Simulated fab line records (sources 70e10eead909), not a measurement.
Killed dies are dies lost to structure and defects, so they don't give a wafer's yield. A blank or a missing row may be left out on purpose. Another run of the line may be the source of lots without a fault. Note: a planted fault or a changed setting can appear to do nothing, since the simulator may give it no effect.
fab line records | flow nand-harc
record lots=6 wafers=18 last-day=21
route steps=1159 shown THIN_TSV@1118 END@1158
lots that met no fault: from a run of the same line without faults
start-h: the number of hours between the record's first day and the start of the first shown wafer of the lot | wait-h: time in hours since the lot's previous step | " repeats the value in the row above | L1.1+2: one row covering several wafers at once | - no value, or no start was given | * or withheld: withheld | < > ~ a bound
route shown NAME@n: NAME is a module with steps in the file, n the number in the route of the first one | usual: mean/standard deviation taken from wafers without a fault | same: alike in all rows | chamber/n: place in a boat | sites: readings site by site | _std_site: their standard deviation | _edge_site: inner sites' mean taken away from outer sites' mean | radius-mm: for every site, how far away it sits from the centre of the wafer | mask NAME#n: copy n | behind: the last tool/chamber to shape the wafer | hold: why the lot was held/for how many hours/how that ended | device: the transistor (n, p or np) that didn't switch | end of line: the route-end tests of the same wafers | where a step has no rows: the recipe by itself | killed: at the first sort, the dies lost to defects and structure; wafer yield is something else | map: a wafer's dies, marking killed ones x, the rest . and places with no die _
set.NAME: the run value of the setting; set.NAME@STEP: its run value at that earlier step | model.NAME: the simulator's own value behind a step, which no gauge read
lots at some steps of the route; a table a step, a row a wafer
services: from which hour (start-h, from the record's first day; less than 0 if before it) a tool's chamber was out of use, for how many hours, and why
## steps
# step NHARC_THIN_TSV_DESCUM_14
# recipe time-s=3 o2-flow-sccm=200 ar-flow-sccm=0 bias-power-w=0 chemistry=O2
# step NHARC_THIN_TSV_ETCH_44
# recipe target-depth-a=15942 time-s=797.1 cf4-flow-sccm=150 o2-flow-sccm=10 ar-flow-sccm=0 rf-w=300 bias-w=800 chemistry=CF4/O2
# step NHARC_THIN_TSV_ETCH_15
# recipe target-depth-a=30000 bosch-target-overetch-cycles=2 bosch-etch-step-s=2.8 bosch-dep-step-s=1.2 bosch-cycles=14
# usual drypump-motor-current-A=5.7/0.59
# columns lot.wafer tool chamber start-h wait-h drypump-motor-current-A rf-hours-counter-h
L201.2 rie-si-03 1 422.33 - 5.6 0.9
L201.1 " 3 " " 5.5 0.6
L201.5 " 1 " " 5.6 -
L200.3 rie-si-05 1 426.61 - 6.5 0.0
L200.4 " 0 " " 6.8 0.0
L200.5 " 1 " " 6.5 -
L204.5 rie-si-03 0 449.02 - 5.7 -
L204.6 " 2 " " 4.9 -
L204.4 " 3 " " 5.5 -
L206.4 rie-si-01 1 468.33 - 5.1 1.4
L206.1 " 0 " " 5.4 1.6
L206.5 " 2 " " 6.8 -
L208.3 rie-si-05 3 476.46 - 5.5 0.4
L208.2 " 0 " " 6.8 0.5
L208.5 " 3 " " 5.5 -
L211.3 rie-si-01 1 491.81 - 5.1 0.0
L211.2 " 2 " " 6.8 0.0
L211.6 " 1 " " 5.1 -
# step NHARC_THIN_TSV_CD_MEAS_16
# usual cd-nm=999.6/1.6
# columns lot.wafer tool chamber start-h wait-h cd-nm
L201.1 cd-sem-01 - 422.46 0.1 1000.6
L201.2 " - " " 998.9
L201.5 " - " " 1000.5
L200.3 cd-sem-03 - 426.76 0.1 1001.4
L200.4 " - " " 1000.6
L200.5 " - " " 1000.4
L204.4 cd-sem-02 - 449.14 0.1 1002.0
L204.5 " - " " 998.0
L204.6 " - " " 1000.9
L206.1 cd-sem-01 - 468.48 0.1 998.5
L206.4 " - " " 998.6
L206.5 " - " " 997.5
L208.2 cd-sem-02 - 476.59 0.1 1003.0
L208.3 " - " " 1003.5
L208.5 " - " " 1001.9
L211.2 cd-sem-02 - 491.96 0.1 1000.0
L211.3 " - " " 1000.0
L211.6 " - " " 1000.4
# step NHARC_THIN_TSV_STRIP_45
# recipe power-w=1500 temp-c=250 chemistry=O2
# usual drypump-motor-current-A=5.8/0.47 heater-power-w=337/25
# columns lot.wafer tool chamber start-h wait-h drypump-motor-current-A heater-power-w rf-hours-counter-h
L201.2 plasma-asher-02 0 422.54 0.1 5.8 348 18
L201.1 " 1 " " 5.3 378 18
L201.5 " 1 " " 5.3 372 -
L200.3 plasma-asher-02 0 426.93 0.2 5.8 333 -
L200.4 " 1 " " 5.3 369 -
L200.5 " 1 " " 5.3 372 -
L204.4 plasma-asher-02 1 449.36 0.2 5.3 371 -
L204.6 " 0 " " 5.8 339 -
L204.5 " 1 " " 5.3 368 -
L206.1 plasma-asher-02 0 468.60 0.1 5.8 343 36
L206.4 " 1 " " 5.3 380 -
L206.5 " 0 " " 5.8 331 -
L208.2 plasma-asher-01 1 476.71 0.1 5.7 298 4
L208.3 " 1 " " 5.7 306 -
L208.5 " 1 " " 5.7 306 -
L211.2 plasma-asher-02 0 492.03 0.1 5.8 330 44
L211.3 " 0 " " 5.8 342 -
L211.6 " 0 " " 5.8 344 -
# step NHARC_THIN_TSV_STRIP_46
# recipe time-s=1200 temp-c=72.5 chemistry=post-etch-residue-remover
# step NHARC_THIN_TSV_DEP_47
# recipe target-thk-a=2000 temp-c=withheld pressure-torr=6.5 rf-w=900 teos-flow-sccm=161.4 flow-sccm=2650 target-thk-nm=200 gas=O2 material=SiO2
# usual throttle-valve-pct=16.2/0.57
# columns lot.wafer tool chamber start-h wait-h throttle-valve-pct
L201.2 pecvd-03 2 423.50 - 16.2
L201.1 " 0 " " 16.5
L201.5 " 0 " " 16.4
L200.3 pecvd-04 1 427.73 - 16.6
L200.5 " 0 " " 15.2
L200.4 " 1 " " 16.6
L204.4 pecvd-04 0 450.16 - 15.2
L204.5 " 1 " " 16.7
L204.6 " 2 " " 16.9
L206.1 pecvd-03 2 469.42 - 16.0
L206.5 " 2 " " 16.2
L206.4 " 1 " " 15.9
L208.2 pecvd-04 0 477.52 - 15.5
L208.3 " 1 " " 16.5
L208.5 " 1 " " 16.6
L211.2 pecvd-03 2 492.83 - 15.9
L211.3 " 0 " " 16.3
L211.6 " 0 " " 16.2
# step NHARC_THIN_TSV_ETCHBACK_48
# recipe target-depth-a=10285 over-etch-frac=0.3 time-s=405.17 ion-energy-ev=250 c4f8-flow-sccm=withheld ar-flow-sccm=withheld rf-w=600 bias-w=300 chemistry=C4F8/Ar
# step NHARC_THIN_TSV_STRIP_62
# recipe power-w=1500 temp-c=250 time-s=20 chemistry=N2/H2
# step NHARC_THIN_TSV_DEGAS_49
# recipe temp-c=300 time-s=120
# step NHARC_THIN_TSV_PRE_CLEAN_50
# recipe time-s=30 temp-c=280 gas=H2/He
# usual heater-power-w=412/34
# columns lot.wafer tool chamber start-h wait-h heater-power-w
L201.2 pvd-sputter-01 - - - 460
L201.1 " - " " 435
L201.5 " - " " 350
L200.4 pvd-sputter-03 - - - 427
L200.3 " - " " 381
L200.5 " - " " 383
L204.4 pvd-sputter-02 - - - 387
L204.5 " - " " 420
L204.6 " - " " 407
L206.1 pvd-sputter-01 - - - 362
L206.4 " - " " 452
L206.5 " - " " 360
L208.3 pvd-sputter-01 - - - 471
L208.2 " - " " 391
L208.5 " - " " 461
L211.3 pvd-sputter-02 - - - 466
L211.2 " - " " 395
L211.6 " - " " 431
# step NHARC_THIN_TSV_PVD_19
# recipe target-thk-a=200 chamber-pressure-pa=5 material=TaN
# step NHARC_THIN_TSV_PVD_51
# recipe target-thk-a=1000 chamber-pressure-pa=5 material=Cu
# usual throttle-valve-pct=30.0/1.1
# columns lot.wafer tool chamber start-h wait-h throttle-valve-pct
L201.1 pvd-sputter-01 - 424.73 - 30.1
L201.2 " - " " 28.7
L201.5 " - " " 32.2
L200.3 pvd-sputter-03 - 428.89 - 30.5
L200.4 " - " " 31.5
L200.5 " - " " 29.4
L204.4 pvd-sputter-02 - 451.90 - 28.9
L204.6 " - " " 30.9
L204.5 " - " " 30.2
L206.4 pvd-sputter-01 - 470.62 - 29.8
L206.1 " - " " 30.2
L206.5 " - " " 30.0
L208.3 pvd-sputter-01 - 478.68 - 28.8
L208.2 " - " " 30.1
L208.5 " - " " 29.7
L211.2 pvd-sputter-02 - 494.04 - 31.2
L211.3 " - " " 30.4
L211.6 " - " " 30.1
# step NHARC_THIN_TSV_ECD_20
# recipe target-thk-a=20000 material=Cu
# step NHARC_THIN_TSV_ANNEAL_52
# recipe temp-c=225 time-s=90
# usual wafer_temp_C_max=226.0/0.46
# columns lot.wafer tool chamber start-h wait-h wafer_temp_C_max
L201.1 rtp-anneal-01 0 425.62 0.5 226.2
L201.2 " 0 " " 226.6
L201.5 " 0 " " 226.1
L200.3 rtp-anneal-01 0 429.90 0.5 226.0
L200.4 " 0 " " 226.1
L200.5 " 0 " " 226.3
L204.4 rtp-anneal-01 0 452.92 0.5 226.4
L204.5 " 0 " " 226.6
L204.6 " 0 " " 226.1
L206.1 rtp-anneal-02 0 471.56 0.5 225.7
L206.4 " 0 " " 225.7
L206.5 " 0 " " 225.6
L208.2 rtp-anneal-01 0 479.64 0.6 226.3
L208.3 " 0 " " 226.5
L208.5 " 0 " " 227.0
L211.2 rtp-anneal-01 0 495.01 0.7 226.1
L211.3 " 0 " " 226.4
L211.6 " 0 " " 226.4
# step NHARC_THIN_TSV_CMP_21
# recipe t-overpolish-s=30 target-thk-nm=2000
# step NHARC_THIN_TSV_SRD_23
# step NHARC_THIN_TSV_DEGAS_53
# recipe temp-c=300 time-s=60
# step NHARC_THIN_TSV_PRE_CLEAN_54
# recipe time-s=30 temp-c=280 gas=H2/He
# step NHARC_THIN_TSV_PVD_55
# recipe target-thk-a=500 material=TiN
# step NHARC_THIN_TSV_PVD_24
# recipe target-thk-a=8000 power-w=withheld chamber-pressure-pa=withheld substrate-temp-c=withheld time-s=withheld gas=Ar material=Al
# step NHARC_THIN_TSV_DEHYDRATE_25
# recipe temp-c=150 time-s=120
# step NHARC_THIN_TSV_HMDS_26
# recipe time-s=30
# step NHARC_THIN_TSV_COAT_27
# recipe spin-rpm=*
# step NHARC_THIN_TSV_SOFTBAKE_28
# recipe temp-c=122 time-s=95
# step NHARC_THIN_TSV_EBR_29
# step NHARC_THIN_TSV_EXPOSE_30
# recipe na=0.55 dose-mj=11.47 mask-id=PAD
# step NHARC_THIN_TSV_PEB_31
# recipe peb-temp-c=118 peb-time-s=85
# step NHARC_THIN_TSV_DEVELOP_32
# recipe time-s=70
# step NHARC_THIN_TSV_CD_MEAS_33
# recipe target-cd-nm=5000 landing-energy-ev=500
# usual cd-nm=5000.2/1.2
# columns lot.wafer tool chamber start-h wait-h cd-nm
L201.1 cd-sem-03 0 427.57 - 5002.0
L201.2 " 0 " " 5000.1
L201.5 " 0 " " 4999.1
L200.3 cd-sem-01 0 431.63 - 5000.9
L200.4 " 0 " " 4999.3
L200.5 " 0 " " 5000.1
L204.4 cd-sem-02 0 454.61 - 5000.5
L204.5 " 0 " " 4999.6
L204.6 " 0 " " 4999.2
L206.1 cd-sem-01 0 473.41 - 4999.0
L206.4 " 0 " " 4999.5
L206.5 " 0 " " 4998.4
L208.2 cd-sem-01 0 481.55 - 4999.4
L208.3 " 0 " " 4999.4
L208.5 " 0 " " 5000.5
L211.2 cd-sem-01 0 496.78 - 5000.1
L211.3 " 0 " " 4999.3
L211.6 " 0 " " 5000.4
# step NHARC_THIN_TSV_HARDBAKE_34
# recipe temp-c=125 time-s=80
# step NHARC_THIN_TSV_DESCUM_35
# recipe time-s=3 o2-flow-sccm=200 ar-flow-sccm=0 bias-power-w=0 chemistry=O2
# step NHARC_THIN_TSV_ETCH_59
# recipe target-depth-a=8800 icp-w=900 bias-w=100 Cl2_flow_sccm=60 bcl3-flow-sccm=30 time-s=138.1 chemistry=Cl2/BCl3
# step NHARC_THIN_TSV_ETCH_36
# recipe target-depth-a=650 over-etch-frac=0.3 time-s=18.571 ion-energy-ev=150 chemistry=Cl2/BCl3
# step NHARC_THIN_TSV_STRIP_56
# recipe power-w=1500 temp-c=250 chemistry=O2
# step NHARC_THIN_TSV_STRIP_57
# recipe time-s=1200 temp-c=72.5 chemistry=post-etch-residue-remover
# step NHARC_THIN_TSV_CD_MEAS_37
# usual cd-nm=4999.9/2.2
# columns lot.wafer tool chamber start-h wait-h cd-nm
L201.1 cd-sem-02 - 429.03 - 5001.5
L201.2 " - " " 4999.4
L201.5 " - " " 4999.8
L200.3 cd-sem-02 - 433.15 - 5003.0
L200.4 " - " " 4999.1
L200.5 " - " " 5002.0
L204.4 cd-sem-03 - 456.49 - 5001.9
L204.5 " - " " 4996.4
L204.6 " - " " 5000.8
L206.1 cd-sem-02 - 474.94 - 4996.6
L206.4 " - " " 4997.2
L206.5 " - " " 4996.9
L208.2 cd-sem-03 - 483.03 - 5003.2
L208.3 " - " " 5002.7
L208.5 " - " " 5003.0
L211.2 cd-sem-01 - 498.22 - 5001.0
L211.3 " - " " 4999.5
L211.6 " - " " 5000.2
# step NHARC_THIN_TSV_ANNEAL_58
# recipe temp-c=400 time-s=1800
# step NHARC_THIN_TSV_INSPECT_40
# usual raw-defect-count=467/110
# columns lot.wafer tool chamber start-h wait-h raw-defect-count
L201.1 defect-inspect-02 - 433.45 0.4 327
L201.2 " - " " 374
L201.5 " - " " 349
L200.3 defect-inspect-02 - 437.58 0.4 389
L200.4 " - " " 324
L200.5 " - " " 379
L204.4 defect-inspect-02 - 460.68 0.4 441
L204.5 " - " " 342
L204.6 " - " " 472
L206.1 defect-inspect-02 - 479.16 0.4 387
L206.4 " - " " 447
L206.5 " - " " 476
L208.2 defect-inspect-01 - 485.80 0.4 368
L208.3 " - " " 469
L208.5 " - " " 436
L211.2 defect-inspect-01 - 503.44 0.4 389
L211.3 " - " " 546
L211.6 " - " " 473
# step NHARC_END_WLT_00
# usual VT_DECK1_BOTTOM=0.872/0.0067 VT_DECK1_BOTTOM_INNER=0.873/0.0066 VT_DECK1_MEDIAN_NEAR_BOTTOM=0.873/0.0065 VT_DECK1_MEDIAN_NEAR_BOTTOM_INNER=0.873/0.0061 VT_DECK1_MIDDLE=0.885/0.0062 VT_DECK1_MIDDLE_INNER=0.885/0.0062 VT_DECK1_TOP=0.897/0.0067 VT_DECK1_TOP_INNER=0.897/0.0066
# columns lot.wafer tool chamber start-h wait-h VT_DECK1_BOTTOM VT_DECK1_BOTTOM_INNER VT_DECK1_MEDIAN_NEAR_BOTTOM VT_DECK1_MEDIAN_NEAR_BOTTOM_INNER VT_DECK1_MIDDLE VT_DECK1_MIDDLE_INNER VT_DECK1_TOP VT_DECK1_TOP_INNER
L201.1 prober-01 - 433.50 0.0 0.881 0.876 0.881 0.877 0.893 0.889 0.897 0.903
L201.2 " - " " 0.874 0.878 0.874 0.878 0.882 0.894 0.898 0.911
L201.5 " - 435.50 2.0 0.869 0.875 0.874 0.871 0.886 0.880 0.900 0.896
L200.3 prober-02 - 442.86 5.3 0.864 0.863 0.881 0.872 0.875 0.883 0.894 0.884
L200.4 " - " " 0.869 0.876 0.869 0.876 0.883 0.885 0.890 0.892
L200.5 " - " " 0.861 0.871 0.868 0.873 0.887 0.876 0.893 0.897
L204.4 prober-02 - 462.22 1.5 0.875 0.869 0.879 0.879 0.886 0.880 0.896 0.901
L204.5 " - " " 0.867 0.881 0.872 0.871 0.890 0.885 0.901 0.899
L204.6 " - " " 0.875 0.874 0.880 0.871 0.880 0.885 0.902 0.897
L206.4 prober-01 - 480.70 1.5 0.862 0.863 0.869 0.865 0.878 0.877 0.904 0.890
L208.3 prober-01 - 488.06 2.3 0.866 0.856 0.868 0.856 0.880 0.880 0.882 0.892
L208.5 " - " " 0.866 0.872 0.865 0.874 0.877 0.880 0.887 0.885
L211.2 prober-01 - 504.00 0.6 0.867 0.872 0.867 0.874 0.889 0.890 0.887 0.887
L211.3 " - " " 0.869 0.872 0.868 0.874 0.876 0.880 0.899 0.897
L211.6 " - 506.00 2.6 0.868 0.862 0.864 0.863 0.884 0.872 0.894 0.894
# step NHARC_END_SORT_01
# recipe temp-c=25
# usual defect-limited-yield=95.6/1.7 killed-at-array=27/11 killed-at-other=0.7/0.93 killed-at-periphery=2.9/1.9 killed-dies=30/11 killed-open=3.1/1.7 killed-short=1.9/1.3 sort_bin_2_pct=1.4/0.68 sort_bin_3_pct=0.28/0.25 sort_bin_4_pct=2.8/1.1 sort-n-pass=647/11 sort-rim-yield-pct=95.4/2.7 sort-yield-pct=95.6/1.7
# same gross-dies=677 sort_bin_5_pct[%]=0 sort_bin_6_pct[%]=0 sort_bin_7_pct[%]=0 sort_bin_8_pct[%]=0 sort-rim-n-gross=106.00
# columns lot.wafer tool chamber start-h wait-h defect-limited-yield[%] killed-at-array killed-at-other killed-at-periphery killed-dies killed-open killed-short sort_bin_2_pct[%] sort_bin_3_pct[%] sort_bin_4_pct[%] sort-n-pass sort-rim-yield-pct[%] sort-yield-pct[%]
L204.4 prober-02 0 466.10 3.4 98.1 10 1 2 13 1 3 0.6 0 1.3 664 97.2 98.1
L204.5 prober-02 0 466.90 3.7 97.5 13 1 3 17 4 1 0.7 0 1.8 660 96.2 97.5
L204.6 prober-02 0 467.70 4.0 98.1 11 0 2 13 3 1 0.6 0.15 1.2 664 100.0 98.1
L206.1 prober-01 0 482.21 2.5 0 36 637 4 677 5 2 95.9 0 4.1 0 0 0
L206.5 prober-01 0 485.45 3.7 0 33 642 2 677 4 0 96.6 0 3.4 0 0 0
L208.2 prober-01 0 490.84 2.8 0 31 645 1 677 3 1 96.6 0.30 3.1 0 0 0
# killed by level:class
L204.4 A_CHANNEL_FILL_D1:geometric-particle:short=2 A_CHANNEL_HOLE_D1:chamber-film-flake=2 A_STAIRCASE:chamber-film-flake=2 A_CONTACT:chamber-film-flake=2 P_M0:geometric-particle:short=1 A_CHANNEL_FILL_D1:geometric-particle:open=1 P_GATE:chamber-film-flake=1 A_ZERO_WELL:chamber-film-flake=1
L204.5 A_CHANNEL_HOLE_D1:chamber-film-flake=4 A_M0:geometric-particle:open=3 A_CONTACT:chamber-film-flake=2 P_GATE:geometric-particle:open=1 A_M0:geometric-particle:short=1 P_STI:chamber-film-flake=1 P_GATE:chamber-film-flake=1 A_STAIRCASE:chamber-film-flake=1
L204.6 A_CONTACT:chamber-film-flake=4 A_WL_FILL:geometric-particle:open=2 P_GATE:chamber-film-flake=2 A_STAIRCASE:chamber-film-flake=2 A_CHANNEL_FILL_D1:geometric-particle:short=1 A_CONTACT:geometric-particle:open=1 A_SLIT:chamber-film-flake=1
L206.1 THIN_TSV:area-pvd=637 A_CHANNEL_HOLE_D1:chamber-film-flake=11 A_SLIT:chamber-film-flake=11 A_STAIRCASE:chamber-film-flake=7 A_CONTACT:chamber-film-flake=2 P_GATE:geometric-particle:open=1 P_CONTACT:geometric-particle:open=1 P_M0:geometric-particle:open=1
L206.5 THIN_TSV:area-pvd=642 A_SLIT:chamber-film-flake=13 A_CHANNEL_HOLE_D1:chamber-film-flake=11 A_CONTACT:chamber-film-flake=3 P_CONTACT:geometric-particle:open=2 A_STAIRCASE:chamber-film-flake=2 A_WL_FILL:geometric-particle:open=1 A_CONTACT:geometric-particle:open=1
L208.2 THIN_TSV:area-pvd=644 A_CHANNEL_HOLE_D1:chamber-film-flake=17 A_STAIRCASE:chamber-film-flake=8 A_CONTACT:chamber-film-flake=2 P_M0:geometric-particle:open=1 A_CHANNEL_HOLE_D1:geometric-particle:open=1 A_CONTACT:geometric-particle:open=1 A_CONTACT:geometric-particle:short=1
# map L206.1 (x killed, . not)
____________x____________
_________xxxxxxx_________
_______xxxxxxxxxxx_______
______xxxxxxxxxxxxx______
_____xxxxxxxxxxxxxxx_____
____xxxxxxxxxxxxxxxxx____
____xxxxxxxxxxxxxxxxx____
___xxxxxxxxxxxxxxxxxxx___
___xxxxxxxxxxxxxxxxxxx___
__xxxxxxxxxxxxxxxxxxxxx__
__xxxxxxxxxxxxxxxxxxxxx__
_xxxxxxxxxxxxxxxxxxxxxxx_
_xxxxxxxxxxxxxxxxxxxxxxx_
_xxxxxxxxxxxxxxxxxxxxxxx_
_xxxxxxxxxxxxxxxxxxxxxxx_
_xxxxxxxxxxxxxxxxxxxxxxx_
xxxxxxxxxxxxxxxxxxxxxxxxx
xxxxxxxxxxxxxxxxxxxxxxxxx
xxxxxxxxxxxxxxxxxxxxxxxxx
xxxxxxxxxxxxxxxxxxxxxxxxx
xxxxxxxxxxxxxxxxxxxxxxxxx
_xxxxxxxxxxxxxxxxxxxxxxx_
_xxxxxxxxxxxxxxxxxxxxxxx_
_xxxxxxxxxxxxxxxxxxxxxxx_
_xxxxxxxxxxxxxxxxxxxxxxx_
_xxxxxxxxxxxxxxxxxxxxxxx_
__xxxxxxxxxxxxxxxxxxxxx__
__xxxxxxxxxxxxxxxxxxxxx__
___xxxxxxxxxxxxxxxxxxx___
___xxxxxxxxxxxxxxxxxxx___
____xxxxxxxxxxxxxxxxx____
____xxxxxxxxxxxxxxxxx____
_____xxxxxxxxxxxxxxx_____
______xxxxxxxxxxxxx______
_______xxxxxxxxxxx_______
_________xxxxxxx_________
____________x____________
# map L208.2 (x killed, . not)
____________x____________
_________xxxxxxx_________
_______xxxxxxxxxxx_______
______xxxxxxxxxxxxx______
_____xxxxxxxxxxxxxxx_____
____xxxxxxxxxxxxxxxxx____
____xxxxxxxxxxxxxxxxx____
___xxxxxxxxxxxxxxxxxxx___
___xxxxxxxxxxxxxxxxxxx___
__xxxxxxxxxxxxxxxxxxxxx__
__xxxxxxxxxxxxxxxxxxxxx__
_xxxxxxxxxxxxxxxxxxxxxxx_
_xxxxxxxxxxxxxxxxxxxxxxx_
_xxxxxxxxxxxxxxxxxxxxxxx_
_xxxxxxxxxxxxxxxxxxxxxxx_
_xxxxxxxxxxxxxxxxxxxxxxx_
xxxxxxxxxxxxxxxxxxxxxxxxx
xxxxxxxxxxxxxxxxxxxxxxxxx
xxxxxxxxxxxxxxxxxxxxxxxxx
xxxxxxxxxxxxxxxxxxxxxxxxx
xxxxxxxxxxxxxxxxxxxxxxxxx
_xxxxxxxxxxxxxxxxxxxxxxx_
_xxxxxxxxxxxxxxxxxxxxxxx_
_xxxxxxxxxxxxxxxxxxxxxxx_
_xxxxxxxxxxxxxxxxxxxxxxx_
_xxxxxxxxxxxxxxxxxxxxxxx_
__xxxxxxxxxxxxxxxxxxxxx__
__xxxxxxxxxxxxxxxxxxxxx__
___xxxxxxxxxxxxxxxxxxx___
___xxxxxxxxxxxxxxxxxxx___
____xxxxxxxxxxxxxxxxx____
____xxxxxxxxxxxxxxxxx____
_____xxxxxxxxxxxxxxx_____
______xxxxxxxxxxxxx______
_______xxxxxxxxxxx_______
_________xxxxxxx_________
____________x____________
## services
# columns tool chamber start-h hours kind
rie-si-05 3 404.56 6.5 repair
rie-si-05 - 416.00 9.0 pm
rie-si-05 0 416.00 9.0 vent-cycle
rie-si-05 1 416.00 9.0 vent-cycle
rie-si-05 2 416.00 9.0 vent-cycle
rie-si-05 3 416.00 9.0 vent-cycle
pecvd-04 - 421.00 1.4 repair
rie-si-05 0 425.00 - clean
rie-si-05 1 425.00 - clean
rie-si-05 - 432.97 0.3 repair
pvd-sputter-01 - 441.71 2.4 repair
pecvd-03 - 442.50 0.2 repair
rie-si-03 1 444.19 7.1 repair
pecvd-04 - 448.93 0.4 repair
plasma-asher-01 - 453.05 9.0 pm
pvd-sputter-03 - 458.04 10.0 pm
pecvd-03 - 473.21 13.0 pm
pecvd-03 0 473.21 13.0 vent-cycle
pecvd-03 1 473.21 13.0 vent-cycle
pecvd-03 2 473.21 13.0 vent-cycle
rie-si-01 - 481.00 9.0 pm
pecvd-03 0 486.21 - clean
pecvd-03 1 486.21 - clean
pecvd-03 2 486.21 - clean
## key
first-sign step=NHARC_END_SORT_01 reading=killed-at-other direction=up sigmas=99+ usual=0.7 struck=641.3
effect step=NHARC_END_SORT_01 reading=sort_bin_2_pct direction=up sigmas=99+ usual=1.4 struck=96.4
more-kills-born-at NHARC_THIN_TSV_PVD_51@pvd-sputter-01=1923
met-at NHARC_THIN_TSV_PVD_51
struck-wafers L206.1,L206.5,L208.2
later-rows-left-out L206.1,L206.5,L208.2
onset-between 424.73 470.62
fault kind=process-parameter-drift tool=pvd-sputter-01 chamber=- onset-h=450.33 steps=NHARC_THIN_TSV_PVD_51 channel=target-thk-a offset=* shape=step end-h=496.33 acts-in=* stated=* scope=struck-wafers-only
# later-rows-left-out: the simulator's readings of these wafers behind a module that went badly wrong aren't trusted and aren't shown, but for the sort
